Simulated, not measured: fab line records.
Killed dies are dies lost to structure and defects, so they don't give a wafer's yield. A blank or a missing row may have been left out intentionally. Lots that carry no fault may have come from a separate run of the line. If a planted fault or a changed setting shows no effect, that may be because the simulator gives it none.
Chamber matching -- flow n5Finfet -- cvdCo-01 running N5_BEOL_M3_CVD_47: 3 sister chambers
The step deposits Co from CCTBA/H2, target thk 3 nm, time 223.8 s. 17 wafers are shown with their chamber, then 8 later ones without.

## WAFERS, EACH WITH ITS CHAMBER
wafer,chamber,runLengthS (s)
L379.1,2,246.4
L379.4,1,247.4
L379.6,2,246.5
L380.2,0,246.5
L380.3,1,247.8
L380.6,1,247.8
L386.1,1,247.6
L386.2,2,246.5
L386.4,1,248.1
L385.5,2,246.3
L387.2,0,246.4
L387.4,1,248.2
L388.5,1,247.8
L388.6,0,246.5
L398.3,1,247.4
L398.5,2,246.3
L398.6,0,247.3

SIGNATURES (means of the wafers above)
reading,chamber 0,chamber 1,chamber 2,scatter within a chamber
runLengthS,246.675,247.762,246.400,0.289
Rule: a wafer lies at a distance from a chamber equal to the root of the sum of squares, over the readings, of (its reading less the chamber's mean, divided by the reading's scatter). The wafer belongs to the nearest chamber; if the next one is less than 2 further off, it can't be placed. The scatter: take each reading less its chamber's mean, square it, sum over the shown wafers, divide by the number of wafers less the number of chambers, and take the root.

## WAFERS WITHOUT THEIR CHAMBER
wafer,runLengthS (s)
L397.2,247.4
L397.5,246.5
L402.2,246.3
L402.3,246.7
L402.6,247.8
L401.4,246.4
L401.5,247.4
L401.6,246.2

## EACH ONE'S CHAMBER
wafer,from the rows above,in truth
L397.2,can't be placed: 1 or 0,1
L397.5,can't be placed: 2 or 0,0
L402.2,can't be placed: 2 or 0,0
L402.3,can't be placed: 0 or 2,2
L402.6,1,1
L401.4,can't be placed: 2 or 0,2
L401.5,can't be placed: 1 or 0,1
L401.6,can't be placed: 2 or 0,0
Correct placement for 1 of the 8. Cannot be placed on the basis of these rows: 7; the candidates contain the true chamber in 7. Placed wrongly: 0.
